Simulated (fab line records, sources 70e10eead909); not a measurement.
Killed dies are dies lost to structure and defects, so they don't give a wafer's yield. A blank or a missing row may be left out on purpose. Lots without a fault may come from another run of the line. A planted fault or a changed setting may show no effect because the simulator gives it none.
Chamber matching | flow nand_harc | NHARC_A_M1_STRIP_19 on wet_bench-08: 7 sister chambers
The step strips in post etch residue remover, time 600 s. 13 wafers are shown with their chamber, then 7 later ones without.

WAFERS WITH THEIR CHAMBER
wafer  | chamber | run_length_s (s)
L815.2 | 2       | 602.8
L815.4 | 5       | 603.4
L815.5 | 7       | 605.5
L818.1 | 3       | 604.0
L818.5 | 7       | 603.9
L829.1 | 3       | 603.2
L829.2 | 6       | 602.4
L829.6 | 2       | 602.2
L831.1 | 5       | 602.3
L831.3 | 6       | 601.6
L831.5 | 0       | 603.3
L832.1 | 4       | 602.9
L832.2 | 0       | 601.7

WAFERS WITHOUT THEIR CHAMBER
wafer  | run_length_s (s)
L832.6 | 602.8
L834.1 | 601.0
L834.4 | 603.9
L834.5 | 603.1
L836.1 | 604.2
L836.2 | 602.6
L836.4 | 602.4

WHICH CHAMBER EACH WENT THROUGH
wafer  | from the rows above                              | in truth
L832.6 | can't be placed: 5 or 4 or 0 or 2 or 6 or 3      | 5
L834.1 | can't be placed: 6 or 0 or 2 or 5 or 4 or 3      | 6
L834.4 | can't be placed: 3 or 7 or 4 or 5 or 0 or 2 or 6 | 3
L834.5 | can't be placed: 4 or 5 or 3 or 0 or 2 or 6 or 7 | 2
L836.1 | can't be placed: 7 or 3 or 4 or 5 or 0 or 2      | 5
L836.2 | can't be placed: 0 or 2 or 5 or 4 or 6 or 3      | 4
L836.4 | can't be placed: 0 or 2 or 6 or 5 or 4 or 3      | 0
Placed correctly: 0 of 7. Can't be placed from these rows: 7 (the true chamber is among the candidates in 7). Placed wrongly: 0.
How it was worked out, from the rows above alone: a wafer's distance from a chamber is the root of the sum, over the readings, of the square of ((its reading less the chamber's mean) divided by the reading's scatter). The wafer belongs to the nearest chamber; if the next one is less than 2 further off, it can't be placed. A chamber's mean is the mean of its shown wafers. The scatter: the root of (the sum of the squares of (reading less its chamber's mean) over the shown wafers, divided by (wafers less chambers)).
